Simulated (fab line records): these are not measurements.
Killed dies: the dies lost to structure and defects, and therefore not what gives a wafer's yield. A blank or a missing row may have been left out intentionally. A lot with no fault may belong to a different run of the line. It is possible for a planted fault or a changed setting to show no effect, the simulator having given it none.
fab line records + flow n5Finfet
record:
- lots: 7
- wafers: 21
- lastDay: 18
route steps=1938 shown BEOL_M5@1148 BEOL_M15@1830
lots that met no fault: taken from a fault-free run of the same line
startH: hours from the record's opening day to when the first of the lot's shown wafers began + waitH: time in hours since the lot's previous step + " the same as in the row above + L1.1+2: several wafers, shown together as one row + - no value, or no start given + * or withheld: withheld + < > ~ a bound
route shown NAME@n: a module of which the file shows steps, and the number in the route of the first + usual: mean/standard deviation taken from wafers without a fault + same: alike in all rows + chamber/n: place in a boat + sites: each site's reading + _std_site: the values' standard deviation + _edge_site: mean of outer sites minus mean of inner sites + radiusMm: for every site, how far away it sits from the centre of the wafer + mask NAME#n: copy n + behind: tool/chamber where the wafer was last shaped + hold: cause of the lot's hold/its duration in hours/its outcome + device: whichever transistor did not switch (one of n, p or np) + end of line: at the end of the route, the tests of the same wafers + a step without rows: its recipe alone + killed: count of dies lost to structure and defects at first sort (not the wafer's yield) + map: shows each die of a wafer: x if killed, . if not, _ if none is there
set.NAME: the run value of the setting; set.NAME@STEP: its run value at that earlier step + model.NAME: the simulator's own value behind a step, which no gauge read
route steps across a sampled set of lots; one table per step, one row per wafer
services: the hour from which a tool's chamber was out of use, counted from the record's first day as startH (under 0 if before that day), plus the number of hours and why
== steps ==
step: N5_BEOL_M5_CD_MEAS_28
recipe:
- targetCdNm: 30.6
- landingEnergyEv: 500
- detector: seInlens
- targetCdYNm: 20
- polarity: opening
usual:
- cdNm: 30.56/0.21
| lot.wafer | tool     | chamber | startH | waitH | cdNm  |
|-----------|----------|---------|--------|-------|-------|
| L863.3    | cdSem-02 | 0       | 180.63 | -     | 30.68 |
| L863.4    | "        | 0       | "      | "     | 30.90 |
| L863.6    | "        | 0       | "      | "     | 30.42 |
| L866.1    | cdSem-01 | 0       | 197.91 | -     | 30.39 |
| L866.4    | "        | 0       | "      | "     | 30.67 |
| L866.5    | "        | 0       | "      | "     | 30.26 |
| L872.1    | cdSem-02 | 0       | 241.18 | -     | 30.48 |
| L872.4    | "        | 0       | "      | "     | 30.38 |
| L872.5    | "        | 0       | "      | "     | 30.60 |
| L873.3    | cdSem-02 | 0       | 245.16 | -     | 30.54 |
| L873.5    | "        | 0       | "      | "     | 30.66 |
| L873.6    | "        | 0       | "      | "     | 30.63 |
| L875.2    | cdSem-03 | 0       | 251.48 | -     | 30.49 |
| L875.3    | "        | 0       | "      | "     | 30.54 |
| L875.4    | "        | 0       | "      | "     | 30.51 |
| L878.3    | cdSem-01 | 0       | 266.19 | -     | 30.02 |
| L878.4    | "        | 0       | "      | "     | 30.48 |
| L878.5    | "        | 0       | "      | "     | 30.57 |
| L883.3    | cdSem-01 | 0       | 325.66 | -     | 30.81 |
| L883.4    | "        | 0       | "      | "     | 30.46 |
| L883.5    | "        | 0       | "      | "     | 30.77 |
step: N5_BEOL_M5_OVL_MEAS_29
recipe:
- pointsPerWafer: 522
usual:
- V4_OVL: 0.1/0.66
| lot.wafer | tool       | chamber | startH | waitH | V4_OVL[nm] |
|-----------|------------|---------|--------|-------|------------|
| L863.3    | overlay-02 | 0       | 180.67 | 0.0   | 0.6        |
| L863.4    | "          | 0       | "      | "     | -0.4       |
| L863.6    | "          | 0       | "      | "     | 0.8        |
| L866.1    | overlay-02 | 0       | 197.94 | 0.0   | 0.6        |
| L866.4    | "          | 0       | "      | "     | 1.9        |
| L866.5    | "          | 0       | "      | "     | 0.8        |
| L872.1    | overlay-02 | 0       | 241.21 | 0.0   | 0.0        |
| L872.4    | "          | 0       | "      | "     | -0.2       |
| L872.5    | "          | 0       | "      | "     | 0.4        |
| L873.3    | overlay-01 | 0       | 245.20 | 0.0   | -0.3       |
| L873.5    | "          | 0       | "      | "     | 0.1        |
| L873.6    | "          | 0       | "      | "     | 0.8        |
| L875.2    | overlay-02 | 0       | 251.52 | 0.0   | -0.8       |
| L875.3    | "          | 0       | "      | "     | -0.2       |
| L875.4    | "          | 0       | "      | "     | -0.7       |
| L878.3    | overlay-01 | 0       | 266.23 | 0.0   | -0.3       |
| L878.4    | "          | 0       | "      | "     | 0.2        |
| L878.5    | "          | 0       | "      | "     | -0.9       |
| L883.3    | overlay-01 | 0       | 325.70 | 0.0   | 0.2        |
| L883.4    | "          | 0       | "      | "     | 0.6        |
| L883.5    | "          | 0       | "      | "     | 0.4        |
step: N5_BEOL_M5_ETCH_75
recipe:
- chemistry: N2/H2
- target: underlayer
- targetDepthA: 65
- maskMaterial: CAR-EUV
- timeS: 5.2
- ionEnergyEv: 200
- pressureMtorr: 30
- sourceW: 840
- biasW: 150
- n2FlowSccm: 200
- h2FlowSccm: 200
- ends: cleared
usual:
- biasW: 150.0/0.5
- drypumpMotorCurrentA: 5.6/0.35
- etchRfOnTimeS: 5.26/0.1
- h2FlowSccm: 200.0/0.63
- oesProductAu: 0.65/0.058
- rfVppV: 523.8/2.5
- showerheadPlenumPTorr: 2.54/0.073
- throttleValvePct: 17.88/0.22
| lot.wafer | tool       | chamber | startH | waitH | biasW | drypumpMotorCurrentA | etchRfOnTimeS | h2FlowSccm | oesProductAu | rfHoursCounterH | rfVppV | showerheadPlenumPTorr | throttleValvePct |
|-----------|------------|---------|--------|-------|-------|----------------------|---------------|------------|--------------|-----------------|--------|-----------------------|------------------|
| L863.3    | rieDiel-06 | 0       | 180.80 | 0.0   | 149.5 | 5.1                  | 5.22          | 199.3      | 0.58         | 227             | 526.2  | 2.62                  | 17.72            |
| L863.4    | "          | 3       | "      | "     | 150.5 | 5.5                  | 5.18          | 200.2      | 0.63         | 182             | 521.5  | 2.44                  | 18.24            |
| L863.6    | "          | 3       | "      | "     | 149.8 | 5.5                  | 5.12          | 200.3      | 0.63         | -               | 520.4  | 2.44                  | 18.23            |
| L866.1    | rieDiel-06 | 1       | 198.06 | 0.0   | 150.1 | 5.3                  | 5.24          | 200.2      | 0.65         | 146             | 521.3  | 2.54                  | 17.98            |
| L866.4    | "          | 3       | "      | "     | 150.5 | 5.5                  | 5.21          | 199.1      | 0.62         | 188             | 519.9  | 2.43                  | 18.23            |
| L866.5    | "          | 1       | "      | "     | 150.0 | 5.3                  | 5.24          | 201.0      | 0.65         | -               | 523.2  | 2.54                  | 17.97            |
| L872.1    | rieDiel-04 | 0       | 241.33 | 0.0   | 150.4 | 6.0                  | 5.41          | 199.4      | 0.59         | 231             | 522.0  | 2.50                  | 17.72            |
| L872.4    | "          | 3       | "      | "     | 150.1 | 5.3                  | 5.27          | 199.3      | 0.62         | 184             | 530.0  | 2.65                  | 18.00            |
| L872.5    | "          | 1       | "      | "     | 150.5 | 5.8                  | 5.38          | 199.9      | 0.67         | -               | 521.2  | 2.46                  | 17.77            |
| L873.3    | rieDiel-06 | 2       | 245.69 | 0.0   | 149.2 | 6.0                  | 5.28          | 200.3      | 0.70         | 71              | 519.7  | 2.48                  | 17.83            |
| L873.5    | "          | 1       | "      | "     | 150.4 | 5.3                  | 5.24          | 200.4      | 0.65         | -               | 524.1  | 2.54                  | 17.98            |
| L873.6    | "          | 0       | "      | "     | 150.5 | 5.1                  | 5.17          | 200.4      | 0.57         | -               | 525.8  | 2.61                  | 17.79            |
| L875.2    | rieDiel-06 | 1       | 251.64 | 0.0   | 149.3 | 5.3                  | 5.21          | 200.4      | 0.64         | 161             | 524.8  | 2.54                  | 17.99            |
| L875.3    | "          | 2       | "      | "     | 149.6 | 6.0                  | 5.21          | 199.3      | 0.70         | 73              | 522.6  | 2.48                  | 17.82            |
| L875.4    | "          | 0       | "      | "     | 150.3 | 5.1                  | 5.16          | 199.2      | 0.57         | 248             | 526.4  | 2.61                  | 17.78            |
| L878.3    | rieDiel-02 | 2       | 266.35 | 0.0   | 149.6 | 5.5                  | 5.23          | 200.1      | 0.59         | 227             | 522.8  | 2.53                  | 17.99            |
| L878.4    | "          | 0       | "      | "     | 149.9 | 5.5                  | 5.15          | 199.6      | 0.75         | 38              | 524.3  | 2.60                  | 18.10            |
| L878.5    | "          | 3       | "      | "     | 150.1 | 5.2                  | 5.14          | 200.4      | 0.67         | -               | 523.4  | 2.59                  | 17.65            |
| L883.3    | rieDiel-06 | 0       | 325.82 | 0.0   | 150.7 | 5.1                  | 5.12          | 199.7      | 0.80         | 16              | 525.6  | 2.60                  | 17.36            |
| L883.4    | "          | 2       | "      | "     | 149.4 | 6.0                  | 5.31          | 200.1      | 0.67         | 97              | 523.5  | 2.47                  | 17.85            |
| L883.5    | "          | 3       | "      | "     | 149.2 | 5.5                  | 5.15          | 200.0      | 0.60         | -               | 520.0  | 2.42                  | 18.28            |
step: N5_BEOL_M5_TRENCH_ETCH_37
recipe:
- chemistry: C4F6/O2
- targetDepthA: 716.52
- target: SiCOH_lowk
- timeS: 24.7
- ionEnergyEv: 250
- pressureMtorr: 30
- sourceW: 345
- biasW: 185
- Ar_flow_sccm: 300
- C4F6_flow_sccm: 10
- O2_flow_sccm: 10
usual:
- biasW: 185.1/0.57
- drypumpMotorCurrentA: 5.6/0.35
- oesProductAu: 0.77/0.069
- rfVppV: 662/12
- runLengthS: 47.9/0.43
- showerheadPlenumPTorr: 2.84/0.08
- throttleValvePct: 20.87/0.2
| lot.wafer | tool       | chamber | startH | waitH | biasW | drypumpMotorCurrentA | oesProductAu | rfHoursCounterH | rfVppV | runLengthS | showerheadPlenumPTorr | throttleValvePct |
|-----------|------------|---------|--------|-------|-------|----------------------|--------------|-----------------|--------|------------|-----------------------|------------------|
| L863.3    | rieDiel-06 | 0       | 181.03 | -     | 184.7 | 5.1                  | 0.68         | 227             | 666    | 48.1       | 2.94                  | 20.91            |
| L863.4    | "          | 3       | "      | "     | 184.8 | 5.5                  | 0.74         | 182             | 654    | 47.5       | 2.72                  | 21.20            |
| L863.6    | "          | 3       | "      | "     | 184.7 | 5.5                  | 0.75         | -               | 655    | 47.5       | 2.72                  | 21.17            |
| L866.1    | rieDiel-06 | 1       | 198.29 | -     | 185.3 | 5.3                  | 0.78         | 146             | 653    | 47.6       | 2.83                  | 20.95            |
| L866.4    | "          | 3       | "      | "     | 185.6 | 5.5                  | 0.74         | 188             | 655    | 47.6       | 2.72                  | 21.21            |
| L866.5    | "          | 1       | "      | "     | 185.8 | 5.3                  | 0.77         | -               | 654    | 47.2       | 2.83                  | 20.95            |
| L872.1    | rieDiel-04 | 0       | 241.56 | -     | 184.3 | 5.9                  | 0.69         | 231             | 655    | 47.9       | 2.81                  | 20.81            |
| L872.4    | "          | 3       | "      | "     | 185.3 | 5.4                  | 0.73         | 184             | 688    | 48.4       | 2.93                  | 20.83            |
| L872.5    | "          | 1       | "      | "     | 185.3 | 5.8                  | 0.79         | -               | 674    | 47.8       | 2.74                  | 20.68            |
| L873.3    | rieDiel-06 | 2       | 245.92 | -     | 185.4 | 6.0                  | 0.83         | 71              | 664    | 48.2       | 2.77                  | 20.89            |
| L873.5    | "          | 1       | "      | "     | 185.4 | 5.3                  | 0.77         | -               | 655    | 47.0       | 2.83                  | 20.97            |
| L873.6    | "          | 0       | "      | "     | 185.2 | 5.1                  | 0.69         | -               | 666    | 56.5       | 2.93                  | 20.93            |
| L875.2    | rieDiel-06 | 1       | 251.87 | -     | 185.1 | 5.3                  | 0.77         | 161             | 654    | 47.4       | 2.82                  | 20.96            |
| L875.3    | "          | 2       | "      | "     | 185.1 | 6.0                  | 0.82         | 73              | 663    | 48.1       | 2.77                  | 20.89            |
| L875.4    | "          | 0       | "      | "     | 185.7 | 5.1                  | 0.68         | 248             | 667    | 56.8       | 2.93                  | 20.93            |
| L878.3    | rieDiel-02 | 2       | 266.58 | -     | 184.8 | 5.5                  | 0.69         | 227             | 642    | 48.0       | 2.79                  | 20.69            |
| L878.4    | "          | 0       | "      | "     | 185.7 | 5.5                  | 0.89         | 38              | 665    | 48.8       | 2.89                  | 21.08            |
| L878.5    | "          | 3       | "      | "     | 185.1 | 5.2                  | 0.79         | -               | 642    | 48.1       | 2.85                  | 20.56            |
| L883.3    | rieDiel-06 | 0       | 326.05 | -     | 186.1 | 5.1                  | 0.94         | 16              | 667    | 47.9       | 2.92                  | 20.62            |
| L883.4    | "          | 2       | "      | "     | 185.5 | 6.0                  | 0.79         | 97              | 663    | 48.2       | 2.76                  | 20.91            |
| L883.5    | "          | 3       | "      | "     | 184.9 | 5.5                  | 0.72         | -               | 654    | 47.7       | 2.71                  | 21.24            |
step: N5_BEOL_M5_OCD_MEAS_38
usual:
- trenchDepthNm: 70.9/1.3
| lot.wafer | tool   | chamber | startH | waitH | trenchDepthNm |
|-----------|--------|---------|--------|-------|---------------|
| L863.3    | ocd-02 | -       | 181.18 | -     | 70.8          |
| L863.4    | "      | -       | "      | "     | 71.7          |
| L863.6    | "      | -       | "      | "     | 71.8          |
| L866.1    | ocd-01 | -       | 198.45 | -     | 72.0          |
| L866.4    | "      | -       | "      | "     | 73.2          |
| L866.5    | "      | -       | "      | "     | 72.0          |
| L872.1    | ocd-02 | -       | 241.72 | -     | 68.9          |
| L872.4    | "      | -       | "      | "     | 70.1          |
| L872.5    | "      | -       | "      | "     | 69.7          |
| L873.3    | ocd-02 | -       | 246.07 | -     | 72.2          |
| L873.5    | "      | -       | "      | "     | 72.3          |
| L873.6    | "      | -       | "      | "     | 97.8          |
| L875.2    | ocd-02 | -       | 252.03 | -     | 72.2          |
| L875.3    | "      | -       | "      | "     | 70.3          |
| L875.4    | "      | -       | "      | "     | 96.7          |
| L878.3    | ocd-02 | -       | 266.74 | -     | 70.5          |
| L878.4    | "      | -       | "      | "     | 73.3          |
| L878.5    | "      | -       | "      | "     | 72.9          |
| L883.3    | ocd-02 | -       | 326.20 | -     | 74.5          |
| L883.4    | "      | -       | "      | "     | 70.0          |
| L883.5    | "      | -       | "      | "     | 71.6          |
step: N5_BEOL_M5_THK_MEAS_53
recipe:
- thkMeasGauge: xrf
- reads: Cu_of_BEOL_M5_ECD_50
usual:
- M5_THK: 62.2/1.6
| lot.wafer | tool         | chamber | startH | waitH | M5_THK[nm] |
|-----------|--------------|---------|--------|-------|------------|
| L863.3    | filmMetro-02 | -       | 187.65 | -     | 61.7       |
| L863.4    | "            | -       | "      | "     | 63.8       |
| L863.6    | "            | -       | "      | "     | 63.0       |
| L866.1    | filmMetro-01 | -       | 205.06 | -     | 62.0       |
| L866.4    | "            | -       | "      | "     | 64.3       |
| L866.5    | "            | -       | "      | "     | 62.3       |
| L872.1    | filmMetro-02 | -       | 248.48 | -     | 60.7       |
| L872.4    | "            | -       | "      | "     | 61.2       |
| L872.5    | "            | -       | "      | "     | 60.1       |
| L873.3    | filmMetro-02 | -       | 253.46 | -     | 66.4       |
| L873.5    | "            | -       | "      | "     | 65.0       |
| L873.6    | "            | -       | "      | "     | 92.4       |
| L875.2    | filmMetro-01 | -       | 258.53 | -     | 60.2       |
| L875.3    | "            | -       | "      | "     | 60.9       |
| L875.4    | "            | -       | "      | "     | 85.9       |
| L878.3    | filmMetro-01 | -       | 273.81 | -     | 60.9       |
| L878.4    | "            | -       | "      | "     | 63.5       |
| L878.5    | "            | -       | "      | "     | 61.6       |
| L883.3    | filmMetro-01 | -       | 333.28 | -     | 64.5       |
| L883.4    | "            | -       | "      | "     | 62.8       |
| L883.5    | "            | -       | "      | "     | 62.5       |
step: N5_BEOL_M5_RS_MEAS_57
recipe:
- thkMeasGauge: four-point-probe
- reads: Co_of_BEOL_M5_CO_CAP_78+Cu_of_BEOL_M5_ECD_50+Co_of_BEOL_M5_CVD_47+TaN_of_BEOL_M5_ALD_86
usual:
- M5_RS: 0.390/0.012
| lot.wafer | tool         | chamber | startH | waitH | M5_RS[ohm/sq] |
|-----------|--------------|---------|--------|-------|---------------|
| L863.3    | filmMetro-01 | -       | 187.99 | 0.1   | 0.395         |
| L863.4    | "            | -       | "      | "     | 0.378         |
| L863.6    | "            | -       | "      | "     | 0.385         |
| L866.1    | filmMetro-01 | -       | 205.35 | 0.1   | 0.391         |
| L866.4    | "            | -       | "      | "     | 0.372         |
| L866.5    | "            | -       | "      | "     | 0.389         |
| L872.1    | filmMetro-01 | -       | 248.74 | 0.0   | 0.406         |
| L872.4    | "            | -       | "      | "     | 0.405         |
| L872.5    | "            | -       | "      | "     | 0.412         |
| L873.3    | filmMetro-01 | -       | 253.72 | 0.1   | 0.368         |
| L873.5    | "            | -       | "      | "     | 0.379         |
| L873.6    | "            | -       | "      | "     | 0.248         |
| L875.2    | filmMetro-02 | -       | 258.84 | 0.1   | 0.402         |
| L875.3    | "            | -       | "      | "     | 0.395         |
| L875.4    | "            | -       | "      | "     | 0.263         |
| L878.3    | filmMetro-01 | -       | 274.07 | 0.1   | 0.397         |
| L878.4    | "            | -       | "      | "     | 0.375         |
| L878.5    | "            | -       | "      | "     | 0.390         |
| L883.3    | filmMetro-01 | -       | 333.54 | 0.1   | 0.370         |
| L883.4    | "            | -       | "      | "     | 0.382         |
| L883.5    | "            | -       | "      | "     | 0.382         |
step: N5_BEOL_M15_RC_MEAS_101
usual:
- COMB_M10: 1.5e-11/3.1e-12
- COMB_M11: 1.4e-11/3.1e-12
- COMB_M12: 6.3e-12/1.3e-12
- COMB_M13: 4.6e-12/9.7e-13
- COMB_M13_max_site: 6.7e-12/1.7e-12
- COMB_M14: 3.5e-12/8e-13
- COMB_M15: 2.3e-12/4.8e-13
- COMB_M6: 2.4e-11/5e-12
- COMB_M7: 2.5e-11/5e-12
- COMB_M8: 2.5e-11/5.1e-12
- COMB_M9: 1.5e-11/3.3e-12
- SERP_M10: 3.07/0.086
- SERP_M11: 3.13/0.088
- SERP_M12: 0.628/0.014
- SERP_M12_max_site: 0.641/0.015
- SERP_M13: 0.312/0.0069
- SERP_M14: 0.161/0.0044
- SERP_M5: 38.8/1.7
- SERP_M5_max_site: 40.4/1.8
- SERP_M6: 13.9/0.61
- SERP_M7: 14.1/0.55
- SERP_M8: 14.0/0.56
- SERP_M9: 3.06/0.085
| lot.wafer | tool      | chamber | startH | waitH | COMB_M10[S/m] | COMB_M11[S/m] | COMB_M12[S/m] | COMB_M13[S/m] | COMB_M13_max_site[S/m] | COMB_M14[S/m] | COMB_M15[S/m] | COMB_M6[S/m] | COMB_M7[S/m] | COMB_M8[S/m] | COMB_M9[S/m] | SERP_M10[ohm/um] | SERP_M11[ohm/um] | SERP_M12[ohm/um] | SERP_M12_max_site[ohm/um] | SERP_M13[ohm/um] | SERP_M14[ohm/um] | SERP_M5[ohm/um] | SERP_M5_max_site[ohm/um] | SERP_M6[ohm/um] | SERP_M7[ohm/um] | SERP_M8[ohm/um] | SERP_M9[ohm/um] |
|-----------|-----------|---------|--------|-------|---------------|---------------|---------------|---------------|------------------------|---------------|---------------|--------------|--------------|--------------|--------------|------------------|------------------|------------------|---------------------------|------------------|------------------|-----------------|--------------------------|-----------------|-----------------|-----------------|-----------------|
| L863.3    | prober-01 | 0       | 263.96 | 0.3   | 1.3e-11       | 1.4e-11       | 4.6e-12       | 3.9e-12       | 6.2e-12                | 3.3e-12       | 2.4e-12       | 1.5e-11      | 2.7e-11      | 2.7e-11      | 1e-11        | 3.01             | 3.04             | 0.620            | 0.631                     | 0.310            | 0.160            | 38.8            | 40.7                     | 13.6            | 14.0            | 14.1            | 2.96            |
| L863.4    | "         | 0       | "      | "     | 7e-12         | 1.1e-11       | 6.6e-12       | 5.6e-12       | 6.5e-12                | 3.9e-12       | 2.6e-12       | 2.2e-11      | 2.9e-11      | 1.7e-11      | 1.3e-11      | 2.92             | 3.09             | 0.623            | 0.632                     | 0.302            | 0.161            | 39.8            | 41.2                     | 13.7            | 14.0            | 13.7            | 2.98            |
| L863.6    | "         | 0       | "      | "     | 1.1e-11       | 1.1e-11       | 4.6e-12       | 5.6e-12       | 7.7e-12                | 4e-12         | 2.8e-12       | 1.8e-11      | 2.7e-11      | 2.2e-11      | 1.9e-11      | 3.05             | 3.04             | 0.620            | 0.635                     | 0.310            | 0.161            | 37.9            | 39.6                     | 14.7            | 13.7            | 13.6            | 3.09            |
| L866.1    | prober-02 | 0       | 278.27 | 0.0   | 1.2e-11       | 1.4e-11       | 4.9e-12       | 5.2e-12       | 5.8e-12                | 4e-12         | 2.4e-12       | 2.4e-11      | 2.6e-11      | 2.3e-11      | 1.7e-11      | 3.12             | 3.01             | 0.648            | 0.667                     | 0.310            | 0.157            | 37.8            | 38.9                     | 13.0            | 14.2            | 13.7            | 3.01            |
| L866.4    | "         | 0       | "      | "     | 1.3e-11       | 1.6e-11       | 6.8e-12       | 4.8e-12       | 6.1e-12                | 3.2e-12       | 2.5e-12       | 2.3e-11      | 3.4e-11      | 2e-11        | 1.4e-11      | 3.05             | 2.91             | 0.638            | 0.650                     | 0.309            | 0.162            | 36.6            | 38.5                     | 13.9            | 14.3            | 13.4            | 3.12            |
| L866.5    | "         | 0       | "      | "     | 1.7e-11       | 1.1e-11       | 7.7e-12       | 3.7e-12       | 5e-12                  | 4.3e-12       | 2.5e-12       | 2.8e-11      | 2.7e-11      | 2.1e-11      | 1e-11        | 3.07             | 2.98             | 0.630            | 0.639                     | 0.314            | 0.160            | 38.5            | 40.0                     | 14.0            | 13.8            | 13.1            | 3.07            |
| L872.1    | prober-01 | 0       | 311.79 | 0.0   | 1.3e-11       | 1.7e-11       | 5.9e-12       | 5.2e-12       | 6.7e-12                | 3.1e-12       | 2e-12         | 2.3e-11      | 1.7e-11      | 2.4e-11      | 1.4e-11      | 3.01             | 3.13             | 0.622            | 0.636                     | 0.305            | 0.158            | 40.5            | 42.7                     | 14.6            | 14.2            | 13.9            | 2.92            |
| L872.4    | "         | 0       | "      | "     | 1.9e-11       | 1.7e-11       | 4.6e-12       | 2.5e-12       | 3.4e-12                | 3.5e-12       | 1.4e-12       | 2e-11        | 2.7e-11      | 2.2e-11      | 1.1e-11      | 3.13             | 3.04             | 0.640            | 0.652                     | 0.309            | 0.158            | 40.6            | 42.2                     | 14.1            | 13.7            | 14.0            | 3.02            |
| L872.5    | "         | 0       | "      | "     | 1.3e-11       | 1.5e-11       | 5.8e-12       | 5.3e-12       | 8.4e-12                | 3.1e-12       | 2.2e-12       | 2.2e-11      | 3.2e-11      | 2.4e-11      | 1.2e-11      | 2.93             | 3.10             | 0.628            | 0.630                     | 0.317            | 0.157            | 40.7            | 43.0                     | 14.0            | 14.2            | 15.0            | 3.09            |
| L873.3    | prober-02 | 0       | 320.55 | 0.3   | 1.9e-11       | 1.1e-11       | 6.2e-12       | 4.6e-12       | 5.7e-12                | 2.5e-12       | 2.4e-12       | 1.9e-11      | 2.5e-11      | 3.5e-11      | 2e-11        | 3.06             | 3.05             | 0.635            | 0.656                     | 0.324            | 0.163            | 35.3            | 36.0                     | 14.5            | 14.5            | 13.1            | 3.14            |
| L873.5    | "         | 0       | "      | "     | 1.7e-11       | 1.1e-11       | 8.4e-12       | 3.1e-12       | 4.1e-12                | 5.2e-12       | 2.9e-12       | 2e-11        | 2.1e-11      | 2.1e-11      | 1.2e-11      | 3.06             | 3.15             | 0.636            | 0.641                     | 0.312            | 0.166            | 38.8            | 39.9                     | 13.9            | 13.2            | 14.0            | 3.14            |
| L873.6    | "         | 0       | "      | "     | 1.5e-11       | 1.1e-11       | 7.6e-12       | 4.1e-12       | 6.5e-12                | 2.8e-12       | 2.6e-12       | 2.4e-11      | 2.8e-11      | 2.8e-11      | 1.8e-11      | 3.03             | 3.10             | 0.655            | 0.680                     | 0.327            | 0.164            | 24.8            | 25.7                     | 13.2            | 13.3            | 13.8            | 3.02            |
| L875.2    | prober-02 | 0       | 325.17 | 0.2   | 2e-11         | 1.2e-11       | 4.1e-12       | 3.6e-12       | 5.2e-12                | 2.8e-12       | 2.4e-12       | 2.5e-11      | 2.9e-11      | 2.7e-11      | 1.3e-11      | 2.98             | 3.10             | 0.631            | 0.641                     | 0.317            | 0.160            | 39.5            | 41.3                     | 14.5            | 14.5            | 15.0            | 3.07            |
| L875.3    | "         | 0       | "      | "     | 1.9e-11       | 1.3e-11       | 7.5e-12       | 3.7e-12       | 5e-12                  | 2.9e-12       | 2e-12         | 2.3e-11      | 2.8e-11      | 2.7e-11      | 1.1e-11      | 3.07             | 3.16             | 0.613            | 0.628                     | 0.316            | 0.160            | 38.7            | 40.0                     | 14.8            | 14.1            | 14.3            | 3.10            |
| L875.4    | "         | 0       | "      | "     | 1.5e-11       | 9e-12         | 8e-12         | 5.4e-12       | 6.5e-12                | 3e-12         | 3.6e-12       | 2.7e-11      | 3.1e-11      | 3e-11        | 1e-11        | 3.13             | 3.08             | 0.610            | 0.629                     | 0.315            | 0.159            | 26.6            | 27.6                     | 14.2            | 13.9            | 14.9            | 3.09            |
| L878.3    | prober-01 | 0       | 340.68 | 0.3   | 1.5e-11       | 1.6e-11       | 7.1e-12       | 5.1e-12       | 7e-12                  | 3.4e-12       | 2.2e-12       | 2.3e-11      | 2.9e-11      | 2e-11        | 8e-12        | 3.09             | 3.09             | 0.629            | 0.650                     | 0.308            | 0.168            | 39.6            | 40.4                     | 12.3            | 13.6            | 13.7            | 3.06            |
| L878.4    | "         | 0       | "      | "     | 1.5e-11       | 1.4e-11       | 4.2e-12       | 7.1e-12       | 1.14e-11               | 4.6e-12       | 1.9e-12       | 1.9e-11      | 3.1e-11      | 3e-11        | 1.5e-11      | 3.04             | 3.20             | 0.604            | 0.630                     | 0.307            | 0.171            | 37.3            | 38.6                     | 13.4            | 13.7            | 14.5            | 2.88            |
| L878.5    | "         | 0       | "      | "     | 1.4e-11       | 1.7e-11       | 4e-12         | 6.8e-12       | 8e-12                  | 3.9e-12       | 2.8e-12       | 2.7e-11      | 2.7e-11      | 2.7e-11      | 1e-11        | 3.16             | 3.14             | 0.607            | 0.620                     | 0.320            | 0.168            | 39.5            | 40.7                     | 13.4            | 13.5            | 13.9            | 3.07            |
| L883.3    | prober-01 | 0       | 419.85 | 0.3   | 1.8e-11       | 1.4e-11       | 5.3e-12       | 4.1e-12       | 6.9e-12                | 3.5e-12       | 1.8e-12       | 2.3e-11      | 2.6e-11      | 2.5e-11      | 1.4e-11      | 3.04             | 3.30             | 0.609            | 0.619                     | 0.317            | 0.162            | 37.3            | 41.8                     | 13.4            | 13.0            | 14.0            | 3.25            |
| L883.4    | "         | 0       | "      | "     | 1.4e-11       | 1.4e-11       | 5.3e-12       | 5.2e-12       | 7.9e-12                | 3.2e-12       | 2.2e-12       | 2.8e-11      | 2.3e-11      | 2.8e-11      | 1.6e-11      | 3.05             | 3.32             | 0.638            | 0.652                     | 0.315            | 0.167            | 38.3            | 41.0                     | 12.7            | 14.5            | 13.8            | 3.02            |
| L883.5    | "         | 0       | "      | "     | 1.6e-11       | 1.4e-11       | 5.7e-12       | 7.4e-12       | 1.2e-11                | 3.9e-12       | 1.5e-12       | 2.2e-11      | 2.1e-11      | 2.4e-11      | 1.8e-11      | 3.03             | 3.17             | 0.633            | 0.640                     | 0.316            | 0.152            | 37.7            | 39.5                     | 14.1            | 13.7            | 14.1            | 3.20            |
sites SERP_M5 radiusMm=0,75,75,75,75,140,140,140,140
L863.3 39.1 39.4 39.9 40.7 38.6 38.8 38.6 38.8 38.2
L866.1 37.6 38.3 37.7 37.5 37.8 38.5 38.0 38.9 37.8
L872.1 39.0 40.4 38.7 39.6 40.5 42.7 42.5 41.3 42.7
L873.3 33.2 34.6 35.3 35.3 34.6 35.2 35.7 36.0 35.5
L875.2 38.1 38.9 39.5 40.0 38.9 41.3 40.7 41.2 39.4
L878.3 37.1 38.0 39.8 37.9 38.7 40.4 39.6 40.1 40.0
L883.3 36.0 36.9 36.7 37.3 36.7 39.5 41.8 40.4 39.0
== services ==
| tool       | chamber | startH | hours | kind                        |
|------------|---------|--------|-------|-----------------------------|
| rieDiel-02 | 3       | 171.82 | 10.5  | repair                      |
| rieDiel-02 | 2       | 199.12 | 3.9   | repair                      |
| rieDiel-06 | -       | 201.04 | 0.4   | repair                      |
| rieDiel-04 | 2       | 210.52 | 4.3   | repair                      |
| rieDiel-04 | 0       | 233.13 | 1.3   | repair                      |
| rieDiel-06 | 3       | 237.11 | 10.1  | repair                      |
| rieDiel-06 | 0       | 256.68 | -     | clean                       |
| rieDiel-06 | 0       | 256.68 | -     | consumableReplace:focusRing |
| rieDiel-06 | 0       | 256.68 | 16.4  | scheduledDown               |
| rieDiel-06 | 0       | 256.68 | 16.4  | ventCycle                   |
| rieDiel-02 | 2       | 262.89 | 2.0   | repair                      |
| rieDiel-02 | -       | 275.04 | 4.0   | pm                          |
| rieDiel-02 | 2       | 291.71 | 6.1   | repair                      |
| rieDiel-06 | 2       | 293.86 | 4.5   | repair                      |
| rieDiel-06 | 3       | 298.24 | 2.1   | repair                      |
| rieDiel-04 | 0       | 299.28 | -     | clean                       |
| rieDiel-04 | 0       | 299.28 | -     | consumableReplace:focusRing |
== key ==
firstSign:
- step: N5_BEOL_M5_TRENCH_ETCH_37
- reading: runLengthS
- direction: up
- sigmas: 20
- usual: *
- struck: *
effect:
- step: N5_BEOL_M5_OCD_MEAS_38
- reading: trenchDepthNm
- direction: up
- sigmas: 20
- usual: 70.9
- struck: 97.3
effect:
- step: N5_BEOL_M5_THK_MEAS_53
- reading: M5_THK
- direction: up
- sigmas: 16
- usual: 62.2
- struck: 89.1
effect:
- step: N5_BEOL_M5_RS_MEAS_57
- reading: M5_RS
- direction: down
- sigmas: 11
- usual: 0.390
- struck: 0.255
effect:
- step: N5_BEOL_M15_RC_MEAS_101
- reading: SERP_M5
- direction: down
- sigmas: 7.8
- usual: 38.8
- struck: 25.7
metAt N5_BEOL_M5_TRENCH_ETCH_37
struckLots L873,L875
struckWafers L873.6,L875.4
notActingAt N5_BEOL_M5_CD_MEAS_28,N5_BEOL_M5_OVL_MEAS_29,N5_BEOL_M5_ETCH_75
onsetBetween 181.03 245.92
fault:
- kind: processParameterDrift
- tool: rieDiel-06
- chamber: 0
- onsetH: 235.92
- steps: N5_BEOL_M5_TRENCH_ETCH_37
- channel: timeS
- offset: *
- shape: step
- endH: 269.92
- actsIn: *
- stated: *
